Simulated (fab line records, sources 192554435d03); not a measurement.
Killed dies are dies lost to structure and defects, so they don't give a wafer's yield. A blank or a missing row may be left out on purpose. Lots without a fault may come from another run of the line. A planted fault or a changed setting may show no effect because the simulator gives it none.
fab line records | flow n5_finfet
record lots=5 wafers=15 last_day=20
route steps=1938 shown BEOL_M4@1099 BEOL_M5@1112 BEOL_M13@1705 PASSIVATION@1936
lots that met no fault: from a run of the same line without faults
start_h: hours from the record's first day to the start of the lot's first wafer shown | wait_h: hours since the lot's step before | " the same as in the row above | L1.1+2: a row that stands for several wafers | - no value, or no start given | * or withheld: withheld | < > ~ a bound
route shown NAME@n: a module of which the file shows steps, and the number in the route of the first | usual: mean/standard deviation of fault-free wafers | same: alike in all rows | chamber/n: place in a boat | sites: the reading at each site | _std_site: their standard deviation | _edge_site: outer sites' mean less inner sites' | radius_mm: how far each site lies from the wafer's centre | mask NAME#n: copy n | behind: the tool/chamber that last shaped the wafer | hold: why the lot was held/for how many hours/how that ended | device: the transistor (n, p or np) that didn't switch | end of line: the same wafers' tests at the end of the route | a step without rows: its recipe alone | killed: dies lost to structure and defects at the first sort, not the wafer's yield | map: a wafer's dies, x killed, . not, _ none there
set.NAME: the setting as run; set.NAME@STEP: as run at that earlier step | model.NAME: the simulator's own value behind a step, which no gauge read
lots at some steps of the route; a table a step, a row a wafer
services: from which hour (start_h, from the record's first day; less than 0 if before it) a tool's chamber was out of use, for how many hours, and why
## steps
# step N5_BEOL_M4_ANNEAL_95
# recipe temp_c=400 time_s=240 ambient=vacuum
# step N5_BEOL_M4_SPUTTER_96
# recipe material=Cu target_thk_a=45 temp_c=-20 chamber_pressure_pa=0.07 power_w=withheld time_s=8.29
# step N5_BEOL_M4_ECD_50
# recipe material=Cu target_thk_a=3000
# step N5_BEOL_M4_ANNEAL_51
# recipe temp_c=225 time_s=90 ambient=N2
# step N5_BEOL_M4_CMP_52
# recipe stop_on=SiOC t_overpolish_s=6.8 down_force_psi=1 platen_rpm=50 clearing_platen_down_force_psi=1.5 clearing_platen_rpm=50 post_cmp_clean=cu_alkaline target_thk_nm=40 clearing_platen_pad_velocity_m_s=0.99484 pad_velocity_m_s=0.99484
# step N5_BEOL_M4_PRE_CLEAN_60
# recipe gas=NH3/H2 time_s=15 temp_c=* rf_power_w=300
# step N5_BEOL_M4_CO_CAP_55
# recipe material=Co target_thk_a=20 temp_c=200 precursor=CCTBA/H2 pressure_torr=30 time_s=102.1
# step N5_BEOL_M4_PRE_CLEAN_56
# recipe gas=NH3 time_s=15 temp_c=withheld rf_power_w=300
# step N5_BEOL_M4_DEP_57
# recipe material=SiCN target_thk_a=80 temp_c=withheld precursor=3MS/NH3 pressure_torr=3 rf_w=202 time_s=14
# step N5_BEOL_M4_RC_MEAS_101
# usual DIBL_N=36.5/2.1 DIBL_P=36.6/2.6 IOFF_N=0.17/0.044 IOFF_P=0.21/0.048 ION_N=674/17 ION_P=462/9.5 SS_N=71.6/0.77 SS_P=73.5/0.72 VT_N=250/4.2 VT_P=-250/3.9
# columns lot.wafer tool chamber start_h wait_h DIBL_N[mV/V] DIBL_P[mV/V] IOFF_N[nA/um] IOFF_P[nA/um] ION_N[uA/um] ION_P[uA/um] SS_N[mV/dec] SS_P[mV/dec] VT_N[mV] VT_P[mV]
L248.3 prober-01 0 288.53 0.3 37.6 37.2 0.18 0.20 678 458 71.9 73.1 249 -251
L248.5 " 0 " " 35.9 35.8 0.17 0.20 695 473 71.0 73.6 244 -250
L248.6 " 0 " " 36.9 36.7 0.16 0.21 684 462 71.3 73.8 251 -253
L247.1 prober-02 0 299.86 0.0 37.1 37.3 0.15 0.19 649 446 71.8 73.7 250 -255
L247.3 " 0 " " 36.4 39.2 0.17 0.23 682 463 71.4 74.4 249 -252
L247.5 " 0 " " 34.2 35.2 0.13 0.18 664 459 71.0 73.3 253 -251
L250.3 prober-02 0 301.10 0.8 34.5 33.2 0.11 0.18 653 450 70.7 72.4 254 -252
L250.4 " 0 " " 40.4 39.9 0.24 0.30 693 479 72.2 73.5 243 -246
L250.5 " 0 " " 34.7 33.7 0.12 0.20 663 464 70.4 72.4 250 -249
L257.1 prober-02 0 339.33 0.0 34.6 34.2 0.13 0.18 663 459 71.0 72.8 254 -249
L257.5 " 0 " " 32.9 32.6 0.10 0.16 651 451 70.6 72.4 257 -253
L257.6 " 0 " " 36.7 37.1 0.17 0.22 676 464 70.9 73.0 251 -249
L256.1 prober-02 0 345.98 0.0 38.3 40.5 0.25 0.38 690 478 72.9 74.8 242 -240
L256.3 " 0 " " 35.2 33.6 0.15 0.20 658 449 72.6 72.4 251 -249
L256.6 " 0 " " 37.8 39.6 0.23 0.31 710 485 72.4 74.4 244 -243
# step N5_BEOL_M5_ILD_DEP_00
# recipe material=SiCOH_lowk target_thk_a=1406.4 temp_c=300 precursor=DEMS/porogen pressure_torr=5 rf_w=500 time_s=25.9
# step N5_BEOL_M5_CURE_79
# recipe temp_c=385 time_s=240 ambient=He/Ar material=SiCOH_lowk
# step N5_BEOL_M5_PECVD_70
# recipe material=SiO2 target_thk_a=160 temp_c=400 precursor=TEOS/O2 pressure_torr=5.5 rf_w=450 teos_flow_sccm=53.8 gas=O2 flow_sccm=3000 time_s=18
# step N5_BEOL_M5_HM_DEP_02
# recipe material=TiN target_thk_a=200 temp_c=25 chamber_pressure_pa=0.49996
# step N5_BEOL_M5_COAT_59
# recipe resist=SOC temp_c=250 time_s=60 spin_rpm=1500 resist_thk_nm=60
# step N5_BEOL_M5_COAT_60
# recipe resist=SiARC temp_c=220 time_s=60 spin_rpm=1500 resist_thk_nm=12
# step N5_BEOL_M5_COAT_71
# recipe resist=underlayer temp_c=205 time_s=60 spin_rpm=1500 resist_thk_nm=5
# step N5_BEOL_M5_COAT_05
# recipe resist=CAR-EUV spin_rpm=1500 resist_thk_nm=30
# step N5_BEOL_M5_EBR_07
# recipe solvent=PGMEA ebr_width_mm=1.5
# step N5_BEOL_M5_SOFTBAKE_06
# recipe temp_c=110 time_s=60 resist=CAR-EUV
# step N5_BEOL_M5_EXPOSE_08
# recipe mask_id=M5 na=0.33 source_shape=annular sigma_inner=0.4 sigma_outer=0.8 polarization=unpolarized target_cd_nm=28 dose_mj=35.75
# step N5_BEOL_M5_PEB_09
# recipe peb_temp_c=100 peb_time_s=60 resist=CAR-EUV
# step N5_BEOL_M5_DEVELOP_10
# recipe develop_time_s=30 developer=TMAH resist=CAR-EUV rinse_liquid=surfactant_rinse dry=air_spin dev_temp_c=23
# step N5_BEOL_M5_DESCUM_16
# recipe chemistry=O2 time_s=7 source_power_w=50 bias_power_w=20 pressure_mtorr=20 rf_frequency_hz=2.712e+07 temp_c=40 resist=CAR-EUV o2_flow_sccm=225
# step N5_BEOL_M5_ETCH_72
# recipe chemistry=N2/H2 target=underlayer target_depth_a=65 mask_material=CAR-EUV time_s=5.2 ion_energy_ev=200 pressure_mtorr=30 source_w=840 bias_w=150 n2_flow_sccm=200 h2_flow_sccm=200 ends=cleared
# step N5_BEOL_M5_ETCH_61
# recipe chemistry=CF4 target=SiARC target_depth_a=156 mask_material=CAR-EUV time_s=26 ion_energy_ev=80 pressure_mtorr=40 source_w=545 bias_w=36 Ar_flow_sccm=100 cf4_flow_sccm=100 ends=cleared
# step N5_BEOL_M5_ETCH_62
# recipe chemistry=N2/H2 target=SOC target_depth_a=750 overetch_a=150 mask_material=SiARC temp_c=40 time_s=112.5 ion_energy_ev=200 pressure_mtorr=30 source_w=840 bias_w=150 n2_flow_sccm=200 h2_flow_sccm=200
# step N5_BEOL_M5_STRIP_63
# recipe chemistry=N2/H2 temp_c=40 n2_flow_sccm=200 h2_flow_sccm=200 rf_frequency_hz=6e+07
# step N5_BEOL_M5_STRIP_73
# recipe chemistry=N2/H2 temp_c=40 n2_flow_sccm=200 h2_flow_sccm=200 rf_frequency_hz=6e+07
# step N5_BEOL_M5_STRIP_64
# recipe chemistry=CF4 resist=SiARC power_w=300 bias_power_w=75 pressure_mtorr=50 cf4_flow_sccm=150 rf_frequency_hz=6e+07
# step N5_BEOL_M5_HM_OPEN_17
# recipe chemistry=Cl2/BCl3 target_depth_a=200 overetch_a=60 target=TiN mask_material=SOC ion_energy_ev=150 pressure_mtorr=10 icp_w=1000 bias_w=126 Cl2_flow_sccm=53.25 bcl3_flow_sccm=21.75 Ar_flow_sccm=25
# step N5_BEOL_M5_STRIP_19
# recipe chemistry=O2 power_w=400 temp_c=40 pressure_mtorr=30 rf_frequency_hz=6e+07 bias_power_w=0 overash_fraction=0.2 o2_flow_sccm=225
# step N5_BEOL_M5_COAT_65
# recipe resist=SOC temp_c=250 time_s=60 spin_rpm=1500 resist_thk_nm=60
# step N5_BEOL_M5_COAT_66
# recipe resist=SiARC temp_c=220 time_s=60 spin_rpm=1500 resist_thk_nm=12
# step N5_BEOL_M13_SPUTTER_43
# recipe material=TaN target_thk_a=150 temp_c=50 bias_v=168.6 power_w=15000 chamber_pressure_pa=0.12 time_s=24.19
# usual bias_v=168.9/1.7 cathode_dc_power_W=15000/2.6 substrate_temp_c=50.00/0.12 throttle_valve_pct=29.6/0.84
# columns lot.wafer tool chamber start_h wait_h bias_v cathode_dc_power_W substrate_temp_c throttle_valve_pct
L248.3 pvd_sputter-03 - 368.26 0.0 - - - -
L248.5 " - " " - - - -
L248.6 " - " " - - - -
L250.3 pvd_sputter-02 - 373.24 0.0 - - - -
L250.4 " - " " - - - -
L250.5 " - " " - - - -
L247.1 pvd_sputter-03 - 377.68 0.0 - - - -
L247.3 " - " " - - - -
L247.5 " - " " - - - -
L257.1 pvd_sputter-03 - 448.15 0.0 166.3 15006 50.10 28.8
L257.5 " - " " 167.2 14998 49.99 29.2
L257.6 " - " " 168.8 15001 49.97 28.6
L256.1 pvd_sputter-02 - 456.98 0.0 173.5 15003 49.96 29.5
L256.3 " - " " 169.0 14998 49.98 28.7
L256.6 " - " " 170.2 15006 50.01 28.9
# step N5_BEOL_M13_CMP_49
# recipe stop_on=SiOC t_overpolish_s=17.1 down_force_psi=1 platen_rpm=50 clearing_platen_down_force_psi=1.5 clearing_platen_rpm=50 post_cmp_clean=cu_alkaline target_thk_nm=420 clearing_platen_pad_velocity_m_s=0.99484 pad_velocity_m_s=0.99484
# usual barrier_field_endpoint_s=30.4/0.89 motor_current_A=6.1/0.72
# columns lot.wafer tool chamber start_h wait_h barrier_field_endpoint_s motor_current_A model.Cu_of_BEOL_M13_ECD_47.thk_nm
L248.3 cmp-04 1 369.08 0.2 12.5 6.9 437.6
L248.5 " 3 " " 12.5 6.6 443.8
L248.6 " 0 " " 11.9 5.8 434.6
L250.4 cmp-04 3 374.35 0.2 12.4 6.3 435.4
L250.3 " 0 " " 12.2 6.1 430
L250.5 " 3 " " 13.1 6.5 431
L247.1 cmp-04 0 378.47 0.3 12.2 6.2 439.2
L247.3 " 2 " " 12.1 5.2 433
L247.5 " 0 " " 12.4 5.8 429
L257.1 cmp-02 3 449.15 0.4 29.7 5.8 420.2
L257.6 " 0 " " 29.7 7.9 419
L257.5 " 1 " " 29.9 5.9 413
L256.1 cmp-01 3 457.72 0.3 31.3 5.9 429.4
L256.3 " 0 " " 30.1 6.9 426.6
L256.6 " 0 " " 30.0 6.4 426.8
# step N5_PASSIVATION_PROBE_49
# usual defect_limited_yield=91.2/1.5 killed_at_M0_to_M3=36/10 killed_at_M4_up=14/5.2 killed_at_contacts=12/6 killed_at_front_end=37/10 killed_at_other=4/3.3 killed_dies=104/18 killed_on_rim=14/4.1 killed_open=68/14 killed_short=34/7.4 sort_bin_4_leakage=0.01/0.04 sort_bin_5_function=5.2/1 sort_bin_6_memory=3.3/0.7 sort_n_pass=1076/18 sort_yield_pct=91.2/1.5
# same gross_dies=1180 killed_at_back_side=0 sort_bin_8_speed[%]=0
# columns lot.wafer tool chamber start_h wait_h defect_limited_yield[%] killed_at_M0_to_M3 killed_at_M4_up killed_at_contacts killed_at_front_end killed_at_other killed_dies killed_on_rim killed_open killed_short sort_bin_4_leakage[%] sort_bin_5_function[%] sort_bin_6_memory[%] sort_n_pass sort_yield_pct[%]
L250.3 prober-01 - 399.16 0.1 83.6 51 96 11 31 4 193 60 68 40 0 12.6 3.6 987 83.6
L250.4 prober-01 - 399.21 0.2 84.0 42 104 2 28 13 189 40 58 33 0 12.4 3.3 991 84.0
L250.5 prober-01 - 399.26 0.2 82.8 50 92 7 42 12 203 25 63 40 0 13.4 3.1 977 82.8
L248.3 prober-01 - 401.30 0.1 82.5 30 110 14 48 5 207 12 76 35 0 13.1 4.1 973 82.5
L248.5 prober-01 - 401.40 0.2 84.2 30 91 15 41 9 186 15 71 35 0 12.0 3.5 994 84.2
L248.6 prober-01 - 401.45 0.3 83.7 36 108 17 25 6 192 59 67 29 0 11.8 4.1 988 83.7
L247.1 prober-02 - 419.59 0.0 83.7 40 95 15 41 1 192 51 65 39 0 12.4 3.6 988 83.7
L247.3 prober-02 - 419.69 0.1 83.6 26 100 28 31 8 193 23 66 34 0 13.0 3.1 987 83.6
L247.5 prober-02 - 419.79 0.2 83.1 46 91 23 33 6 199 10 70 55 0 13.1 3.1 981 83.1
L257.1 prober-01 - 481.79 0.0 95.1 13 10 4 29 2 58 9 41 17 0 2.9 1.9 1122 95.1
L257.5 prober-01 - 481.99 0.2 93.6 16 15 10 31 3 75 8 51 24 0 4.5 1.8 1105 93.6
L257.6 prober-01 - 482.04 0.3 93.0 27 15 6 32 3 83 15 55 28 0 3.7 2.9 1097 93.0
L256.1 prober-02 - 488.66 0.0 90.1 42 8 25 28 14 117 16 82 32 0.08 5.6 3.9 1062 90.0
L256.3 prober-02 - 488.76 0.1 92.6 35 7 27 16 2 87 9 65 21 0 4.9 2.2 1093 92.6
L256.6 prober-02 - 488.91 0.3 88.9 55 11 9 43 13 131 20 74 47 0 6.5 4.4 1049 88.9
# killed by level:class
L250.3 BEOL_M13:area_sputter=85 BEOL_M0_SAQP:geometric_particle:open=18 BEOL_M0_SAQP:geometric_particle:short=16 FIN_SAQP:geometric_particle:open=10 FIN_SAQP:geometric_particle:short=9 MOL_CONTACT_COAG:geometric_particle:open=9 BEOL_M3:geometric_particle:open=6 STI_FIN_REVEAL:geometric_particle:open=4
L250.4 BEOL_M13:area_sputter=90 BEOL_M0_SAQP:geometric_particle:open=9 BEOL_M0_SAQP:geometric_particle:short=8 PASSIVATION:area_etch=8 FIN_SAQP:geometric_particle:open=7 FIN_SAQP:geometric_particle:short=6 BEOL_M3:geometric_particle:open=6 BEOL_M4:geometric_particle:open=6
L250.5 BEOL_M13:area_sputter=89 BEOL_M0_SAQP:geometric_particle:open=14 BEOL_M3:geometric_particle:open=10 FIN_SAQP:geometric_particle:short=9 BEOL_M0_SAQP:geometric_particle:short=9 FIN_SAQP:geometric_particle:open=7 MOL_CONTACT_COAG:geometric_particle:open=7 HKMG_FIN:area_etch=7
L248.3 BEOL_M13:area_sputter=95 BEOL_M0_SAQP:geometric_particle:open=15 MOL_CONTACT_COAG:geometric_particle:open=12 FIN_SAQP:geometric_particle:open=11 FIN_SAQP:geometric_particle:short=11 BEOL_M4:geometric_particle:open=8 STI_FIN_REVEAL:geometric_particle:open=8 BEOL_M0_SAQP:geometric_particle:short=8
L248.5 BEOL_M13:area_sputter=76 MOL_CONTACT_COAG:geometric_particle:open=12 STI_FIN_REVEAL:geometric_particle:open=10 BEOL_M0_SAQP:geometric_particle:short=9 FIN_SAQP:geometric_particle:open=8 BEOL_M0_SAQP:geometric_particle:open=8 FIN_SAQP:geometric_particle:short=5 STI_FIN_REVEAL:geometric_particle:short=5
L248.6 BEOL_M13:area_sputter=95 MOL_CONTACT_COAG:geometric_particle:open=16 BEOL_M0_SAQP:geometric_particle:short=12 BEOL_M0_SAQP:geometric_particle:open=12 BEOL_M4:geometric_particle:open=9 BEOL_M3:geometric_particle:open=8 GATE_CUT:geometric_particle:short=4 STI_FIN_REVEAL:geometric_particle:open=3
L247.1 BEOL_M13:area_sputter=86 BEOL_M0_SAQP:geometric_particle:short=13 FIN_SAQP:geometric_particle:open=10 MOL_CONTACT_COAG:geometric_particle:open=10 BEOL_M0_SAQP:geometric_particle:open=8 FIN_SAQP:geometric_particle:short=5 MOL_CONTACT_COAG:geometric_particle:short=5 BEOL_M2:geometric_particle:open=5
L247.3 BEOL_M13:area_sputter=91 MOL_CONTACT_COAG:geometric_particle:open=23 BEOL_M3:geometric_particle:short=7 STI_FIN_REVEAL:geometric_particle:open=6 BEOL_M2:geometric_particle:open=6 DUMMY_GATE:geometric_particle:open=5 MOL_CONTACT_COAG:geometric_particle:short=5 BEOL_M4:geometric_particle:open=4
L247.5 BEOL_M13:area_sputter=74 BEOL_M0_SAQP:geometric_particle:open=16 MOL_CONTACT_COAG:geometric_particle:open=15 BEOL_M0_SAQP:geometric_particle:short=12 MOL_CONTACT_COAG:geometric_particle:short=8 BEOL_M3:geometric_particle:open=7 GATE_CUT:geometric_particle:short=5 BEOL_M5:geometric_particle:short=5
L257.1 DUMMY_GATE:geometric_particle:open=9 BEOL_M3:geometric_particle:open=6 FIN_SAQP:geometric_particle:open=5 FIN_SAQP:geometric_particle:short=5 BEOL_M4:geometric_particle:open=4 MOL_CONTACT_COAG:geometric_particle:open=3 STARTING-WAFER:geometric_particle:open=3 DUMMY_GATE:geometric_particle:short=2
L257.5 MOL_CONTACT_COAG:geometric_particle:open=8 STI_FIN_REVEAL:geometric_particle:open=5 BEOL_M3:geometric_particle:open=5 FIN_SAQP:geometric_particle:short=4 DUMMY_GATE:geometric_particle:open=4 BEOL_M0_SAQP:geometric_particle:open=4 BEOL_M7:geometric_particle:open=4 STARTING-WAFER:geometric_particle:short=4
L257.6 BEOL_M2:geometric_particle:open=8 MOL_CONTACT_COAG:geometric_particle:open=6 FIN_SAQP:geometric_particle:short=5 STI_FIN_REVEAL:geometric_particle:open=5 DUMMY_GATE:geometric_particle:open=5 BEOL_M0_SAQP:geometric_particle:short=5 STARTING-WAFER:geometric_particle:short=4 BEOL_M3:geometric_particle:open=4
L256.1 MOL_CONTACT_COAG:geometric_particle:open=25 FIN_SAQP:geometric_particle:open=11 BEOL_M0_SAQP:geometric_particle:short=11 BEOL_M2:geometric_particle:open=9 BEOL_M0_SAQP:geometric_particle:open=8 BEOL_M3:geometric_particle:open=6 STI_FIN_REVEAL:geometric_particle:open=4 MIM_TOP_ETCH:geometric_particle:open=4
L256.3 MOL_CONTACT_COAG:geometric_particle:open=22 BEOL_M2:geometric_particle:open=7 FIN_SAQP:geometric_particle:open=6 BEOL_M1:geometric_particle:open=6 BEOL_M0_SAQP:geometric_particle:open=6 STI_FIN_REVEAL:geometric_particle:open=5 MOL_CONTACT_COAG:geometric_particle:short=5 BEOL_M0_SAQP:geometric_particle:short=5
L256.6 BEOL_M0_SAQP:geometric_particle:open=16 BEOL_M0_SAQP:geometric_particle:short=15 FIN_SAQP:geometric_particle:short=14 FIN_SAQP:geometric_particle:open=12 PASSIVATION:area_etch=8 DUMMY_GATE:geometric_particle:open=6 MOL_CONTACT_COAG:geometric_particle:open=6 BEOL_M3:geometric_particle:open=6
# map L247.5 (x killed, . not)
_________________........x...________________
______________.......x.....x...._____________
___________....x..........x..x.....__________
__________........x........xxx..x..x_________
________.............x.........x......_______
_______........x.........x...x........x______
______.x.x.............x.....x.........._____
_____...x....x...x...x....xx........x....____
____..xx..........x.................x.....___
___.......x..............x.....x...........__
___...x.......xx.xx...................x....__
__.......x..............xxx................._
__...........x....x..xx.....x........x.x...._
_...................xx...x...................
_.......x..x....xxxx.....x.xx.xx.............
_.xx...........xxx...xxx.x...........x.......
_........x..x..xx....xx..xx.x.x.xx.x....x.x..
_..........x...x......x.x.x.x.......x..x.....
_................x.xx.x..x.xx.xx.x...........
_.......x..x....x.x.xx.x.xx...x.x........x.x.
_.............x..x....xx..x...x.x............
__.......x......x.x........xx..........x...._
__.......x.....xx..x.x..........x..........._
___.......x....xxxx......x..x...x..........__
___.......x.x....xxx..x.x...xx..x..........__
____.......x....x..x....x..x..........x...___
_____........x...............x....x...x.x____
______..x............xx.xx....x.x.x....._____
_______.........x..........x.........x.______
________......x.....x...x.x.....x.x..._______
__________..x........x.............._________
___________...........x............__________
______________x...x..xx...x...x._____________
_________________.......x...x________________
# map L248.3 (x killed, . not)
_________________...........x________________
______________...x.............._____________
___________......x.................__________
__________..xx....x......x.........._________
________...........x......x..........._______
_______....................x.......x...______
______......................x.....x....._____
_____..x.x.....x..x.....x....x..........x____
____.........x..x.................x.......___
___..........x...........xx...x.........x..__
___............xx.......x.x..x.............__
__..x...........x...x......x..x............._
__.....x..............xxx.x.....x..........._
_x............xx...x..xx.x...x.xx....x....x..
_................x.xx.x.............x.....x..
_......x..x..x...xx.x..x........x....x......x
_............x.....xxx.xxxxxxx.xx......x.....
_................xx..x....xx...x..x..........
_.........x.....xx.x..x.xxx.x.xx..x...x......
_...x......x....x.x..x.....xxxx..x.........x.
_........x.....x....xx.x.x.xxxx..x..x.x....x.
__....x..........x........x.x.......x...x..._
__...........x..x.xx..x...x.....x..x........_
___....x.x.x..x..x.......x..x.......xx...x.__
___.x.......xx........xx......x.xx.........__
____....x...........x...xx.xxx..x....x....___
_____..........x......x..xxx.x..xx.......____
______....x...x....x.........x...xx.x..._____
_______...x..............x........x.x..______
________..xx...............x.x..x...x._______
__________....x.x......x.x.........._________
___________..xx....................__________
______________.......x...x.x...._____________
_________________...x........________________
## services
# columns tool chamber start_h hours kind
cmp-04 - 346.47 12.1 pm
cmp-02 - 359.12 1.0 repair
cmp-02 - 367.04 9.2 repair
cmp-01 - 375.79 4.0 pm
cmp-01 - 379.79 - consumable_replace:conditioner
cmp-01 - 379.79 - consumable_replace:pad
cmp-04 - 385.72 4.0 pm
cmp-04 - 389.72 - consumable_replace:conditioner
cmp-04 - 389.72 - consumable_replace:pad
cmp-02 - 417.21 9.6 repair
cmp-04 - 428.80 6.7 pm
pvd_sputter-02 - 431.19 14.6 repair
## key
first_sign step=N5_BEOL_M13_SPUTTER_43 reading=tool_record direction=missing
effect step=N5_BEOL_M13_CMP_49 reading=barrier_field_endpoint_s direction=down sigmas=20 usual=30.4 struck=12.4
effect step=N5_PASSIVATION_PROBE_49 reading=killed_at_M4_up direction=up sigmas=16 usual=14 struck=99
model_effect step=N5_BEOL_M13_CMP_49 value=Cu_of_BEOL_M13_ECD_47.thk_nm without=419.5 struck=434.8
more_kills_born_at N5_BEOL_M13_SPUTTER_43@pvd_sputter-03=517 N5_BEOL_M13_SPUTTER_43@pvd_sputter-02=264
met_at N5_BEOL_M13_SPUTTER_43
struck_wafers L247.1,L247.3,L247.5,L248.3,L248.5,L248.6,L250.3,L250.4,L250.5
fault kind=skipped_step_whole tool=pvd_sputter-02,pvd_sputter-03 chamber=- onset_h=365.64 steps=N5_BEOL_M13_SPUTTER_43 scope=struck_lots_only
